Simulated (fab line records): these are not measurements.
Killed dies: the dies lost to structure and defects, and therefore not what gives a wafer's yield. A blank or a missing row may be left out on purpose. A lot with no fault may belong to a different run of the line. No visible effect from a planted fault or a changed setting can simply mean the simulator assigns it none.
Chamber matching -- flow nandHarc -- NHARC_A_STAIRCASE_TRIM_229 on rieDiel-13: 4 sister chambers
The step chemistry O2, time 211.2 s. 4 wafers are shown with their chamber, then 9 later ones without.

WAFERS PAIRED WITH THEIR CHAMBERS
wafer,chamber,drypumpMotorCurrentA (A)
L085.3,2,6.4
L090.1,0,5.9
L090.2,1,5.7
L090.3,3,5.4

WAFERS WITH NO CHAMBER GIVEN
wafer,drypumpMotorCurrentA (A)
L093.2,6.3
L093.4,5.9
L093.6,5.7
L094.1,5.9
L094.2,6.3
L094.5,5.4
L095.2,5.4
L095.4,6.3
L095.6,6.4

CHAMBER TAKEN BY EACH
wafer,from the rows above,in truth
L093.2,2,2
L093.4,0,0
L093.6,1,1
L094.1,0,0
L094.2,2,2
L094.5,3,3
L095.2,3,3
L095.4,2,2
L095.6,2,2
Correct placement for 9 of the 9. Left unplaced by these rows: 0. Wrongly placed: 0.
How it was worked out, from the rows above alone: a wafer's distance from a chamber is the root of the sum, over the readings, of the square of ((its reading less the chamber's mean) divided by the reading's scatter). If the next closest chamber is less than 2 further off than the closest, the wafer can't be placed; otherwise it belongs to the closest. For every chamber, the mean is computed from those of its wafers that are shown. The scatter: root of mean squared gap, hidden wafer to nearest shown wafer, with one shown wafer a chamber.
